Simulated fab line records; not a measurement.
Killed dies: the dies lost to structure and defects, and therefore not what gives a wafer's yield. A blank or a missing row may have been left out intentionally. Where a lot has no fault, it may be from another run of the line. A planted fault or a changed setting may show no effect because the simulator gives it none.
Matching of chambers + flow n5Finfet + rieDiel-03 running N5_SD_EPI_N_ETCH_34: 4 sister chambers
The step etches SiARC in CF4, target depth 45.5 nm, time 75.8 s. 4 wafers are shown with their chamber, then 7 later ones without.

WAFERS WITH THEIR CHAMBER
| wafer  | chamber | showerheadPlenumPTorr (Torr) |
|--------|---------|------------------------------|
| L077.1 | 2       | 2.07                         |
| L084.3 | 3       | 2.19                         |
| L086.1 | 1       | 2.05                         |
| L086.2 | 0       | 2.21                         |

WAFERS MISSING THEIR CHAMBER
| wafer  | showerheadPlenumPTorr (Torr) |
|--------|------------------------------|
| L086.5 | 2.07                         |
| L089.2 | 2.05                         |
| L089.4 | 2.18                         |
| L089.6 | 2.21                         |
| L091.2 | 2.04                         |
| L091.4 | 2.05                         |
| L091.6 | 2.21                         |

CHAMBER TAKEN BY EACH
| wafer  | from the rows above | in truth |
|--------|---------------------|----------|
| L086.5 | 2                   | 2        |
| L089.2 | 1                   | 1        |
| L089.4 | 3                   | 3        |
| L089.6 | 0                   | 0        |
| L091.2 | 1                   | 1        |
| L091.4 | 1                   | 1        |
| L091.6 | 0                   | 0        |
7 of 7 placed correctly. Number that these rows cannot place: 0. 0 placed wrongly.
How it was worked out, from the rows above alone: a wafer's distance from a chamber is the root of the sum, over the readings, of the square of ((its reading less the chamber's mean) divided by the reading's scatter). The wafer belongs to the nearest chamber; if the next one is less than 2 further off, it can't be placed. A chamber's mean is the mean of its shown wafers. The scatter: root of mean squared gap, hidden wafer to nearest shown wafer, with one shown wafer a chamber.
